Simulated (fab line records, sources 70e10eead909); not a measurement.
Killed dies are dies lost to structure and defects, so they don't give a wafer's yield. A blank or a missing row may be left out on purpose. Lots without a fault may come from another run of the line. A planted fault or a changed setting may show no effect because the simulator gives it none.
fab line records | flow nand_harc
record lots=6 wafers=18 last_day=24
route steps=1159 shown P_M2@340 P_BONDPAD@351 END@1159
lots that met no fault: from a run of the same line without faults
start_h: hours from the record's first day to the start of the lot's first wafer shown | wait_h: hours since the lot's step before | " the same as in the row above | L1.1+2: a row that stands for several wafers | - no value, or no start given | * or withheld: withheld | < > ~ a bound
route shown NAME@n: a module of which the file shows steps, and the number in the route of the first | usual: mean/standard deviation of fault-free wafers | same: alike in all rows | chamber/n: place in a boat | sites: the reading at each site | _std_site: their standard deviation | _edge_site: outer sites' mean less inner sites' | radius_mm: how far each site lies from the wafer's centre | mask NAME#n: copy n | behind: the tool/chamber that last shaped the wafer | hold: why the lot was held/for how many hours/how that ended | device: the transistor (n, p or np) that didn't switch | end of line: the same wafers' tests at the end of the route | a step without rows: its recipe alone | killed: dies lost to structure and defects at the first sort, not the wafer's yield | map: a wafer's dies, x killed, . not, _ none there
set.NAME: the setting as run; set.NAME@STEP: as run at that earlier step | model.NAME: the simulator's own value behind a step, which no gauge read
lots at some steps of the route; a table a step, a row a wafer
services: from which hour (start_h, from the record's first day; less than 0 if before it) a tool's chamber was out of use, for how many hours, and why
## steps
# step NHARC_P_M2_PVD_20
# recipe target_thk_a=50 bias_v=168.6 power_w=15000 chamber_pressure_pa=0.12 time_s=8.06 substrate_temp_c=50 material=TaN
# step NHARC_P_M2_PVD_21
# recipe target_thk_a=300 chamber_pressure_pa=5 power_w=5000 substrate_temp_c=30 time_s=20.49 material=Cu
# step NHARC_P_M2_ECD_22
# recipe target_thk_a=4000 bath_temp_c=25 material=Cu
# step NHARC_P_M2_ANNEAL_31
# recipe temp_c=225 time_s=90
# step NHARC_P_M2_CMP_23
# recipe t_overpolish_s=20 target_thk_nm=144.3
# usual motor_current_A=11.9/1.2 slurry_flow_ml_min=149.9/0.44 time_to_endpoint_s=28.8/2.3
# columns lot.wafer tool chamber start_h wait_h motor_current_A slurry_flow_ml_min time_to_endpoint_s
L784.3 cmp-04 2 159.23 - 12.6 150.2 30.1
L784.1 " 3 " " 11.0 149.2 31.1
L784.5 " 1 " " 14.9 149.6 29.3
L783.3 cmp-02 1 160.36 - 12.4 149.8 27.7
L783.1 " 3 " " 12.7 149.7 27.0
L783.5 " 1 " " 12.4 150.4 28.9
L792.1 cmp-02 3 205.47 - 12.9 150.6 26.2
L792.4 " 0 " " 12.0 149.6 25.1
L792.5 " 2 " " 11.8 150.7 26.9
L795.2 cmp-01 2 221.80 - 9.9 149.7 28.7
L795.3 " 3 " " 11.3 149.9 29.2
L795.5 " 1 " " 11.5 150.5 29.7
L799.2 cmp-04 0 247.16 - 11.7 149.8 27.8
L799.1 " 1 " " 13.9 149.2 31.9
L799.4 " 3 " " 11.1 150.8 32.6
L801.3 cmp-01 1 257.67 - 11.5 150.2 25.9
L801.5 " 1 " " 11.1 150.0 25.6
L801.6 " 2 " " 9.9 149.4 26.6
# step NHARC_P_M2_THK_MEAS_24
# recipe thk_meas_gauge=xrf
# usual thk_nm=144.6/1.5
# columns lot.wafer tool chamber start_h wait_h thk_nm
L784.1 film_metro-02 - 159.49 - 146.4
L784.3 " - " " 148.1
L784.5 " - " " 147.4
L783.1 film_metro-01 - 160.65 - 144.8
L783.3 " - " " 143.1
L783.5 " - " " 145.0
L792.1 film_metro-01 - 205.73 - 142.2
L792.4 " - " " 142.4
L792.5 " - " " 144.8
L795.2 film_metro-02 - 222.06 - 146.9
L795.3 " - " " 147.2
L795.5 " - " " 145.2
L799.1 film_metro-02 - 247.47 - 143.9
L799.2 " - " " 143.6
L799.4 " - " " 144.9
L801.3 film_metro-02 - 257.99 - 145.2
L801.5 " - " " 144.3
L801.6 " - " " 144.4
# step NHARC_P_M2_SRD_25
# step NHARC_P_M2_INSPECT_27
# usual raw_defect_count=335/130
# columns lot.wafer tool chamber start_h wait_h raw_defect_count
L784.1 defect_inspect-02 - 159.66 0.0 331
L784.3 " - " " 370
L784.5 " - " " 287
L783.1 defect_inspect-02 - 160.80 0.0 201
L783.3 " - " " 250
L783.5 " - " " 282
L792.1 defect_inspect-02 - 205.89 0.0 421
L792.4 " - " " 306
L792.5 " - " " 234
L795.2 defect_inspect-02 - 222.21 0.0 280
L795.3 " - " " 228
L795.5 " - " " 282
L799.1 defect_inspect-01 - 247.63 0.0 403
L799.2 " - " " 261
L799.4 " - " " 420
L801.3 defect_inspect-02 - 258.14 0.0 453
L801.5 " - " " 655
L801.6 " - " " 343
# step NHARC_P_M2_PRE_CLEAN_32
# recipe time_s=12 temp_c=370 rf_power_w=300 gas=NH3
# step NHARC_P_M2_DEP_33
# recipe target_thk_a=300 temp_c=370 target_thk_nm=30 pressure_torr=3 flow_sccm=200 rf_w=450 material=SiCN
# usual heater_power_w=610/63
# columns lot.wafer tool chamber start_h wait_h heater_power_w
L784.3 pecvd-04 1 159.82 0.1 534
L784.1 " 0 " " 645
L784.5 " 0 " " 659
L783.3 pecvd-03 1 160.95 0.1 562
L783.1 " 0 " " 571
L783.5 " 0 " " 567
L792.1 pecvd-02 1 206.26 0.1 550
L792.4 " 2 " " 609
L792.5 " 0 " " 720
L795.2 pecvd-02 0 222.36 0.1 721
L795.3 " 2 " " 538
L795.5 " 0 " " 724
L799.1 pecvd-02 2 247.78 0.1 507
L799.2 " 0 " " 613
L799.4 " 0 " " 611
L801.3 pecvd-04 2 258.33 0.1 607
L801.5 " 1 " " 615
L801.6 " 0 " " 656
# step NHARC_P_BONDPAD_DEP_00
# recipe target_thk_a=2500 temp_c=370 target_thk_nm=250 pressure_torr=3 flow_sccm=200 rf_w=450 material=SiCN
# step NHARC_P_BONDPAD_CMP_32
# recipe target_thk_nm=200 material=SiCN
# usual motor_current_A=12.5/1.1 slurry_flow_ml_min=150.0/0.47
# columns lot.wafer tool chamber start_h wait_h motor_current_A slurry_flow_ml_min
L784.1 cmp-04 2 160.70 - 12.4 149.6
L784.3 " 3 " " 11.0 150.0
L784.5 " 1 " " 14.7 150.0
L783.1 cmp-04 3 161.79 - 11.6 149.9
L783.3 " 1 " " 14.0 150.6
L783.5 " 3 " " 11.7 149.6
L792.4 cmp-02 1 207.08 - 12.9 149.6
L792.1 " 2 " " 12.1 150.5
L792.5 " 2 " " 12.0 149.9
L795.3 cmp-02 2 223.50 - 12.2 150.4
L795.2 " 0 " " 11.7 149.7
L795.5 " 2 " " 11.5 150.5
L799.1 cmp-02 0 248.60 - 12.0 150.1
L799.4 " 1 " " 12.9 149.8
L799.2 " 2 " " 12.4 150.0
L801.3 cmp-04 1 259.16 - 13.8 150.2
L801.5 " 3 " " 11.7 150.3
L801.6 " 0 " " 11.7 149.5
# step NHARC_P_BONDPAD_THK_MEAS_33
# recipe thk_meas_gauge=ellipsometry
# usual thk_nm=200.0/1.5
# columns lot.wafer tool chamber start_h wait_h thk_nm
L784.1 film_metro-01 - 160.90 0.2 200.4
L784.3 " - " " 200.0
L784.5 " - " " 201.9
L783.1 film_metro-02 - 162.04 0.2 201.1
L783.3 " - " " 201.9
L783.5 " - " " 202.7
L792.1 film_metro-01 - 207.33 0.2 197.2
L792.4 " - " " 198.0
L792.5 " - " " 197.7
L795.2 film_metro-01 - 223.75 0.2 196.1
L795.3 " - " " 197.5
L795.5 " - " " 199.0
L799.1 film_metro-01 - 248.83 0.2 201.3
L799.2 " - " " 201.6
L799.4 " - " " 202.6
L801.3 film_metro-01 - 259.36 0.2 199.6
L801.5 " - " " 201.0
L801.6 " - " " 198.5
# step NHARC_P_BONDPAD_SRD_34
# step NHARC_P_BONDPAD_DEHYDRATE_01
# recipe temp_c=150 time_s=120
# step NHARC_P_BONDPAD_HMDS_02
# recipe time_s=30
# step NHARC_P_BONDPAD_COAT_36
# recipe temp_c=200 time_s=65
# step NHARC_P_BONDPAD_COAT_03
# recipe spin_rpm=2000 resist_thk_nm=600
# step NHARC_P_BONDPAD_SOFTBAKE_04
# recipe temp_c=125 time_s=70
# step NHARC_P_BONDPAD_EBR_05
# step NHARC_P_BONDPAD_EXPOSE_06
# recipe na=0.55 dose_mj=37.06 mask_id=P_BPAD
# step NHARC_P_BONDPAD_PEB_07
# recipe peb_temp_c=128 peb_time_s=80
# step NHARC_P_BONDPAD_DEVELOP_08
# recipe time_s=50 dev_temp_c=22
# step NHARC_P_BONDPAD_CD_MEAS_09
# recipe target_cd_nm=500 landing_energy_ev=500
# usual cd_nm=499.7/1.3
# same landing_energy_ev=500
# columns lot.wafer tool chamber start_h wait_h cd_nm
L784.1 cd_sem-02 0 161.47 - 499.5
L784.3 " 0 " " 499.8
L784.5 " 0 " " 499.6
L783.1 cd_sem-01 0 162.48 - 500.2
L783.3 " 0 " " 499.2
L783.5 " 0 " " 498.5
L792.1 cd_sem-01 0 207.77 - 500.8
L792.4 " 0 " " 501.1
L792.5 " 0 " " 500.0
L795.2 cd_sem-03 0 224.32 - 499.7
L795.3 " 0 " " 500.2
L795.5 " 0 " " 500.8
L799.1 cd_sem-02 0 249.39 - 497.2
L799.2 " 0 " " 499.0
L799.4 " 0 " " 498.0
L801.3 cd_sem-01 0 259.93 - 499.6
L801.5 " 0 " " 500.2
L801.6 " 0 " " 498.8
# step NHARC_P_BONDPAD_OVL_MEAS_38
# usual overlay_x_nm=0/6.8 overlay_y_nm=0/5.4
# columns lot.wafer tool chamber start_h wait_h overlay_x_nm overlay_y_nm
L784.1 overlay-02 - 161.56 - -5 2
L784.3 " - " " -5 2
L784.5 " - " " -5 2
L783.1 overlay-02 - 162.57 - -8 -3
L783.3 " - " " -8 -4
L783.5 " - " " -9 -3
L792.1 overlay-02 - 207.86 - -4 -5
L792.4 " - " " -5 -5
L792.5 " - " " -5 -6
L795.2 overlay-02 - 224.41 - -2 -1
L795.3 " - " " -2 -1
L795.5 " - " " -2 -1
L799.1 overlay-02 - 249.48 - -2 8
L799.2 " - " " -2 9
L799.4 " - " " -2 8
L801.3 overlay-01 - 260.01 - 2 -2
L801.5 " - " " 1 -2
L801.6 " - " " 2 -2
# step NHARC_P_BONDPAD_HARDBAKE_10
# recipe temp_c=118 time_s=65
# step NHARC_P_BONDPAD_DESCUM_11
# recipe time_s=3 o2_flow_sccm=200 ar_flow_sccm=0 bias_power_w=0 chemistry=O2
# step NHARC_P_BONDPAD_ETCH_37
# recipe target_depth_a=600 overetch_a=180 time_s=65.91 ion_energy_ev=200 n2_flow_sccm=150 h2_flow_sccm=150 ar_flow_sccm=0 rf_w=400 bias_w=150 chemistry=N2/H2
# step NHARC_P_BONDPAD_ETCH_12
# recipe target_depth_a=2000 time_s=100 chf3_flow_sccm=50 o2_flow_sccm=10 ar_flow_sccm=200 rf_w=500 bias_w=200 chemistry=CHF3/O2
# usual drypump_motor_current_A=5.6/0.53 mfc_ar_sccm=200.1/0.6 oes_product_au=0.935/0.021 rf_vpp_V=372.4/2.3 showerhead_plenum_p_Torr=2.49/0.1 throttle_valve_pct=20.573/0.0087
# columns lot.wafer tool chamber start_h wait_h drypump_motor_current_A mfc_ar_sccm oes_product_au rf_hours_counter_h rf_vpp_V showerhead_plenum_p_Torr throttle_valve_pct
L784.3 rie_diel-13 2 - - 6.5 200.0 0.919 5 373.5 2.54 20.587
L784.1 " 0 " " 5.4 199.8 0.931 6 372.2 2.56 20.587
L784.5 " 3 " " 5.1 199.5 0.926 - 368.7 2.34 20.574
L783.3 rie_diel-13 0 - - 5.4 200.4 0.913 6 373.8 2.56 20.562
L783.1 " 1 " " 5.5 199.9 0.930 6 375.7 2.56 20.571
L783.5 " 0 " " 5.4 199.7 0.916 - 372.9 2.56 20.571
L792.4 rie_diel-13 2 - - 6.5 200.7 0.932 10 373.4 2.54 20.580
L792.1 " 0 " " 5.4 199.8 0.917 10 374.9 2.55 20.587
L792.5 " 2 " " 6.5 200.7 0.925 - 373.2 2.54 20.575
L795.3 rie_diel-13 1 - - 5.5 201.0 0.933 13 373.2 2.56 20.586
L795.2 " 2 " " 6.6 200.0 0.921 12 373.3 2.54 20.580
L795.5 " 0 " " 5.4 201.1 0.916 - 373.8 2.55 20.568
L799.2 rie_diel-13 2 - - 6.6 199.8 0.956 15 372.6 2.54 20.566
L799.1 " 3 " " 5.1 199.8 0.970 12 368.3 2.34 20.560
L799.4 " 0 " " 5.4 200.4 0.979 15 373.9 2.55 20.566
L801.3 rie_diel-13 0 - - 5.4 199.9 0.918 15 374.9 2.55 20.571
L801.6 " 2 " " 6.5 200.1 0.931 - 373.2 2.54 20.589
L801.5 " 3 " " 5.1 199.7 0.935 - 370.2 2.34 20.579
# step NHARC_P_BONDPAD_CD_MEAS_13
# usual cd_nm=498.9/1.4
# columns lot.wafer tool chamber start_h wait_h cd_nm
L784.1 cd_sem-03 - 162.00 - 498.7
L784.3 " - " " 498.9
L784.5 " - " " 498.5
L783.1 cd_sem-02 - 163.02 - 500.3
L783.3 " - " " 497.9
L783.5 " - " " 497.5
L792.1 cd_sem-01 - 208.30 - 499.7
L792.4 " - " " 499.1
L792.5 " - " " 498.8
L795.2 cd_sem-02 - 224.90 - 499.0
L795.3 " - " " 499.3
L795.5 " - " " 500.2
L799.1 cd_sem-03 - 249.92 - 496.9
L799.2 " - " " 499.0
L799.4 " - " " 496.8
L801.3 cd_sem-02 - 260.46 - 498.9
L801.5 " - " " 499.0
L801.6 " - " " 498.7
# step NHARC_P_BONDPAD_STRIP_15
# recipe o2_flow_sccm=500 ar_flow_sccm=0 bias_w=0 chemistry=O2
# step NHARC_P_BONDPAD_ETCH_24
# recipe target_depth_a=300 over_etch_frac=0.3 time_s=72.99 ion_energy_ev=150 cf4_flow_sccm=50 n2_flow_sccm=100 ar_flow_sccm=150 rf_w=300 bias_w=100 chemistry=CF4/N2
# step NHARC_P_BONDPAD_STRIP_16
# recipe time_s=600 temp_c=30 chemistry=post_etch_residue_remover
# step NHARC_P_BONDPAD_DEGAS_25
# recipe temp_c=300 time_s=60
# step NHARC_P_BONDPAD_PRE_CLEAN_26
# recipe time_s=30 temp_c=280 gas=H2/He
# usual heater_power_w=409/50
# columns lot.wafer tool chamber start_h wait_h heater_power_w
L784.1 pvd_sputter-03 - - - 498
L784.3 " - " " 356
L784.5 " - " " 501
L783.3 pvd_sputter-02 - - - 417
L783.1 " - " " 340
L783.5 " - " " 453
L792.1 pvd_sputter-01 - - - 390
L792.4 " - " " 400
L792.5 " - " " 404
L795.3 pvd_sputter-03 - - - 382
L795.2 " - " " 375
L795.5 " - " " 384
L799.1 pvd_sputter-01 - - - 400
L799.4 " - " " 443
L799.2 " - " " 461
L801.3 pvd_sputter-03 - - - 508
L801.6 " - " " 376
L801.5 " - " " 373
# step NHARC_P_BONDPAD_PVD_17
# recipe target_thk_a=50 bias_v=168.6 power_w=15000 chamber_pressure_pa=0.12 time_s=8.06 substrate_temp_c=50 material=TaN
# usual throttle_valve_pct=30.6/1.3
# columns lot.wafer tool chamber start_h wait_h throttle_valve_pct
L784.1 pvd_sputter-03 - - - 30.4
L784.3 " - " " 30.8
L784.5 " - " " 32.4
L783.1 pvd_sputter-02 - - - 29.3
L783.3 " - " " 30.1
L783.5 " - " " 29.5
L792.4 pvd_sputter-01 - - - 29.6
L792.1 " - " " 30.8
L792.5 " - " " 31.3
L795.2 pvd_sputter-03 - - - 30.6
L795.3 " - " " 31.4
L795.5 " - " " 30.3
L799.1 pvd_sputter-01 - - - 29.7
L799.2 " - " " 28.3
L799.4 " - " " 31.3
L801.3 pvd_sputter-03 - - - 32.6
L801.6 " - " " 31.3
L801.5 " - " " 32.8
# step NHARC_P_BONDPAD_PVD_27
# recipe target_thk_a=300 chamber_pressure_pa=5 power_w=5000 substrate_temp_c=30 time_s=20.49 material=Cu
# step NHARC_P_BONDPAD_ECD_18
# recipe target_thk_a=4000 bath_temp_c=25 material=Cu
# step NHARC_P_BONDPAD_ANNEAL_28
# recipe temp_c=225 time_s=90
# step NHARC_P_BONDPAD_CMP_19
# recipe t_overpolish_s=30 cu_recess_touch_s=16 target_thk_nm=160.81
# step NHARC_P_BONDPAD_THK_MEAS_20
# recipe thk_meas_gauge=xrf
# usual thk_nm=160.6/1.4
# columns lot.wafer tool chamber start_h wait_h thk_nm
L784.1 film_metro-01 - 164.09 - 161.3
L784.3 " - " " 161.0
L784.5 " - " " 159.2
L783.1 film_metro-02 - 165.10 - 162.0
L783.3 " - " " 161.3
L783.5 " - " " 162.6
L792.1 film_metro-01 - 210.33 - 159.4
L792.4 " - " " 160.2
L792.5 " - " " 160.3
L795.2 film_metro-02 - 226.98 - 159.8
L795.3 " - " " 158.9
L795.5 " - " " 160.5
L799.1 film_metro-01 - 251.95 - 160.3
L799.2 " - " " 161.9
L799.4 " - " " 159.1
L801.3 film_metro-02 - 262.48 - 160.0
L801.5 " - " " 161.0
L801.6 " - " " 160.0
# step NHARC_END_SORT_01
# recipe temp_c=25
# usual defect_limited_yield=95.7/1.5 killed_at_array=26/9.9 killed_at_other=0.8/1 killed_at_periphery=2.8/2.2 killed_dies=29/9.9 killed_open=3.2/1.8 killed_short=2.1/1.4 sort_bin_2_pct=1.3/0.54 sort_bin_3_pct=0.23/0.2 sort_bin_4_pct=2.8/1 sort_n_pass=648/9.9 sort_rim_yield_pct=95/3.5 sort_yield_pct=95.7/1.5
# same gross_dies=677 sort_bin_5_pct[%]=0 sort_bin_6_pct[%]=0 sort_bin_7_pct[%]=0 sort_bin_8_pct[%]=0 sort_rim_n_gross=106.00
# columns lot.wafer tool chamber start_h wait_h defect_limited_yield[%] killed_at_array killed_at_other killed_at_periphery killed_dies killed_open killed_short sort_bin_2_pct[%] sort_bin_3_pct[%] sort_bin_4_pct[%] sort_n_pass sort_rim_yield_pct[%] sort_yield_pct[%]
L783.1 prober-01 0 471.36 2.5 55.7 19 0 281 300 3 0 14.3 3.10 26.9 377 61 55.7
L783.3 prober-01 0 472.98 3.1 54.2 18 3 289 310 4 1 16.8 3.84 25.1 367 51 54.2
L783.5 prober-01 0 474.59 3.7 53.8 12 1 300 313 0 2 15.7 2.95 27.6 364 53 53.8
L784.1 prober-02 0 488.70 2.5 55.7 10 1 289 300 3 3 15.2 2.22 26.9 377 57 55.7
L784.3 prober-02 0 490.30 3.1 56.7 13 0 280 293 1 1 13.6 2.95 26.7 384 50 56.7
L784.5 prober-02 0 491.90 3.7 51.1 9 1 321 331 3 2 17.0 3.10 28.8 346 47 51.1
# killed by level:class
L783.1 P_BONDPAD:unspecified=280 A_SLIT:chamber_film_flake=8 A_BONDPAD:chamber_film_flake=4 A_CHANNEL_HOLE_D1:chamber_film_flake=2 A_CONTACT:chamber_film_flake=2 P_M2:geometric_particle:open=1 A_WL_FILL:geometric_particle:open=1 A_M1:geometric_particle:open=1
L783.3 P_BONDPAD:unspecified=288 A_CHANNEL_HOLE_D1:chamber_film_flake=4 A_SLIT:chamber_film_flake=4 A_CONTACT:geometric_particle:open=3 THIN_TSV:chamber_film_flake=3 A_STAIRCASE:chamber_film_flake=3 A_BONDPAD:chamber_film_flake=3 P_M1:geometric_particle:open=1
L783.5 P_BONDPAD:unspecified=299 A_SLIT:chamber_film_flake=3 A_BONDPAD:chamber_film_flake=2 A_CONTACT:chamber_film_flake=2 A_STAIRCASE:chamber_film_flake=2 A_ONON_D1:geometric_particle:short=1 A_M0:geometric_particle:short=1 P_M1:chamber_film_flake=1
L784.1 P_BONDPAD:unspecified=286 P_ZERO_WELL:chamber_film_flake=3 A_CONTACT:geometric_particle:short=2 A_BLC:geometric_particle:open=2 A_STAIRCASE:chamber_film_flake=2 A_WL_FILL:geometric_particle:short=1 A_CONTACT:geometric_particle:open=1 THIN_TSV:chamber_film_flake=1
L784.3 P_BONDPAD:unspecified=277 A_CHANNEL_HOLE_D1:chamber_film_flake=4 P_ZERO_WELL:chamber_film_flake=3 A_STAIRCASE:chamber_film_flake=3 A_CHANNEL_HOLE_D1:geometric_particle:open=1 A_CONTACT:geometric_particle:short=1 A_ZERO_WELL:chamber_film_flake=1 A_WL_FILL:chamber_film_flake=1
L784.5 P_BONDPAD:unspecified=319 A_CHANNEL_HOLE_D1:chamber_film_flake=3 P_STI:geometric_particle:short=1 A_ONON_D1:geometric_particle:short=1 A_CHANNEL_FILL_D1:geometric_particle:open=1 A_M0:geometric_particle:open=1 A_M1:geometric_particle:open=1 P_ZERO_WELL:chamber_film_flake=1
# map L783.5 (x killed, . not)
____________.____________
_________...x..._________
_______xxx.x...xx._______
______xx...x.xxx.x.______
_____x..xx.xxx.xxx.._____
____.xxxx.xxx...xxx..____
____...x.x.x..xx.....____
___..x.x..x..x...x.x..___
___..x.xx.xxx..x.....x___
__xxx.......x.x...xxx.x__
__.x.xx.........x.x....__
_xx.xx...x.x.xxx...x...._
_......xxxxx.xx.x..xx.xx_
_.x.x..x.x...x.x.....x.._
_.xx....x...x.x.xx...xx._
_xx.xxxxxx.xxx.x.xxx.x.x_
x..xx..x.x..x......xxx..x
..x..x.x..x.xxxxxxx..x.x.
x..xxx.xx.x.xxxx.x..x.x.x
.x.xx.xxx.x...x....x.x...
x.x.xx...xxx..xx...x...x.
_xxxx.xx..........x...x._
_xxxx.x..x.x.xxxxx.x...._
_x.....x.xx.x.x.xx..x..x_
_.xxx.xx.....x....xx.xx._
_xx.xxxx.x..x.x.xxx.x..x_
__.x....x.x...xx...xx.x__
__xx..x.....xx.x.x.xx..__
___.xxx.xxxxxx.x..xxx.___
___x..x.xx.x.xxxx.xx..___
____.x..xx......x....____
____.xx....xxxxx.x.xx____
_____.xx.x.x.x.xx.xx_____
______xx..x......xx______
_______x.xx.xx.x.._______
_________.x..x.x_________
____________.____________
# map L784.5 (x killed, . not)
____________.____________
_________x......_________
_______x.......xxx_______
______xxxx.xxx..xxx______
_____..xxx.......xx._____
____xxxx....xx....x.x____
____...xxx..xxx.xxxxx____
___xx...x..x...xx.x...___
___xxxx.x...xxxxx...xx___
__..xx.x..x.x.xx..xx..x__
__..xx..x...xxx..x.....__
_x.xx..xxxx....xxx....xx_
_x.x..xxxx.xxxxxxxxxx.x._
_...x...x..xxxxxx...x..._
_x.xxx..xx..xxxx..xx.xx._
_.xxxx...x.....xxx..x.x._
x.x.xxx..x..xx...xxx.....
x..xxx.xx.xxx..x.x.x.x..x
...xx.x.xxxxxx...x.xx...x
xxxx.x.xxx...x.x.x.xx.x..
.x...x.x.x....xxx.x..xx.x
_x.xx.x.xxxx.x.xx...xx.x_
_.x....x.xxx..x..xx..x.x_
_x..x..x...x......xx...x_
_..x..x......x.xxxxxx..x_
_..x...x...x....xxx...x._
__.xx..x....xxxx.x..xx.__
__xxx..xxx..x.xx.xx..xx__
___..xxxx.........xxx.___
___x.xxxxxx.x.xx..x...___
____..x.xxx....xxx.x.____
____x.....x...x...xxx____
_____x.x.xx...xx..x._____
______xxx.xx.x..x.x______
_______.xxxxx.xx.x_______
_________x.x.xx._________
____________x____________
## services
# columns tool chamber start_h hours kind
rie_diel-13 2 141.59 7.2 repair
cmp-02 - 143.40 5.5 repair
pecvd-02 - 153.07 13.0 pm
pvd_sputter-02 - 156.62 3.6 repair
rie_diel-13 0 157.15 - clean
rie_diel-13 1 157.15 - clean
rie_diel-13 2 157.15 - clean
rie_diel-13 3 157.15 - clean
cmp-01 - 158.27 0.5 repair
pecvd-03 - 159.02 0.9 repair
pvd_sputter-01 - 162.10 10.0 pm
cmp-01 - 179.62 4.0 pm
pvd_sputter-01 - 180.76 0.5 repair
rie_diel-13 0 181.65 - clean
rie_diel-13 1 181.65 - clean
pecvd-03 1 182.79 6.5 repair
pecvd-04 - 195.36 13.0 pm
cmp-04 - 203.18 4.0 pm
pvd_sputter-02 - 214.00 10.0 pm
rie_diel-13 3 215.88 16.3 repair
cmp-02 - 226.59 4.0 pm
rie_diel-13 3 240.86 2.9 repair
cmp-02 - 251.05 7.4 repair
rie_diel-13 0 253.61 6.2 repair
## key
first_sign step=NHARC_END_SORT_01 reading=killed_at_periphery direction=up sigmas=99+ usual=2.8 struck=293.3
effect step=NHARC_END_SORT_01 reading=defect_limited_yield direction=down sigmas=28 usual=95.7 struck=54.5
more_kills_born_at NHARC_P_BONDPAD_CMP_32@cmp-04=1749
met_at NHARC_P_BONDPAD_CMP_32
struck_wafers L783.1,L783.3,L783.5,L784.1,L784.3,L784.5
fault kind=chamber_particle_source tool=cmp-04 chamber=- onset_h=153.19 steps=NHARC_P_BONDPAD_CMP_32 rate_per_visit_cm2=0.61477 end_h=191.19
